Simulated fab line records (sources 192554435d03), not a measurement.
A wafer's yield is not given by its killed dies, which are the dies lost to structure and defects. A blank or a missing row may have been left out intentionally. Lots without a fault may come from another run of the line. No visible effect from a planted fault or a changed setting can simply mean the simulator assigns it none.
Struck lot and sound lot, side by side    flow n5 finfet    14 out of 1938 route steps
Sound: these wafers, L196.1, L196.2, L196.5. Struck: wafers L191.2, L191.3, L191.5. The cause is named last.
Each step with rows lists, per side, the tool, then ch with its chambers, then its first start. Under that, the readings that differ: sound wafers    struck wafers    difference of the means    sigmas: that difference in standard deviations of wafers without a fault.
alike: readings with means less than 2 such deviations apart, plus words and numbers identical on both sides. not compared: withheld readings, readings lacking a value on some wafer, bounds such as >300 that could conceal the same value, and numbers that have no deviation in the record and whose values overlap.
Wherever a step has rows on one side only, a row that says differs or no value, or a row with sigmas, the two part there. When numbers do not overlap yet have no deviation, they are printed without sigmas and do not part them. A reading that every wafer of one side lacks parts them only if that side has two wafers or more.

N5_MIM_BOT_ETCH_STRIP_01: strips in O2.
  sound on rie diel-04 ch 1,2, day 17 05:19; struck on rie diel-02 ch 0,1,3, day 15 02:55
  alike: drypump motor current A, o2 flow sccm, oes product au, rf vpp V, showerhead plenum p Torr, throttle valve pct
  not compared: rf hours counter h
then, 3 steps without rows for these wafers: N5_MIM_BOT_ETCH_STRIP_02 (strips in post etch residue remover, time 1200 s); N5_MIM_BOT_ETCH_CLEAN_05 (cleans in IPA, time 180 s); N5_MIM_BOT_ETCH_SRD_06 (time 30 s).
N5_PASSIVATION_PECVD_55: deposits SiO2 from SiH4/N2O, target thk 400 nm, time 22.5 s.
  sound on pecvd-04 ch 0,2, day 17 05:49; struck on pecvd-04 ch 1,2, day 15 03:25
  alike: heater power outer w, heater power w, showerhead plenum p Torr, susceptor temp C, throttle valve pct
  not compared: since wet clean h
N5_PASSIVATION_PECVD_01: deposits SiNx from SiH4/NH3/N2, target thk 200 nm, time 43.2 s.
  sound on pecvd-04 ch 0,2, day 17 05:51; struck on pecvd-04 ch 1,2, day 15 03:26
  alike: heater power outer w, heater power w, showerhead plenum p Torr, susceptor temp C, throttle valve pct
  not compared: since wet clean h
then, 6 steps without rows for these wafers: N5_PASSIVATION_HMDS_03 (time 60 s); N5_PASSIVATION_COAT_04; N5_PASSIVATION_EBR_06; N5_PASSIVATION_SOFTBAKE_05 (time 90 s); N5_PASSIVATION_EXPOSE_07 (exposes mask TV, defocus 0 nm, target cd 3000 nm); N5_PASSIVATION_PEB_08.
N5_PASSIVATION_DEVELOP_09: develop time 60 s.
  struck on litho track-03, day 15 06:42; sound on litho track-04 ch 0, day 17 06:37
  no value came back on the struck wafers for chill plate temp C (C), develop time s (s); on the sound wafers chill plate temp C (C) reads 23.08 22.82 22.88
  not compared: model.coat_of_PASSIVATION_COAT_04.thk nm
then, 1 step without rows for these wafers: N5_PASSIVATION_HARDBAKE_11 (time 120 s).

WHERE THEY PART
Only at N5_PASSIVATION_DEVELOP_09, within this record.

WHY: what the simulator had put in
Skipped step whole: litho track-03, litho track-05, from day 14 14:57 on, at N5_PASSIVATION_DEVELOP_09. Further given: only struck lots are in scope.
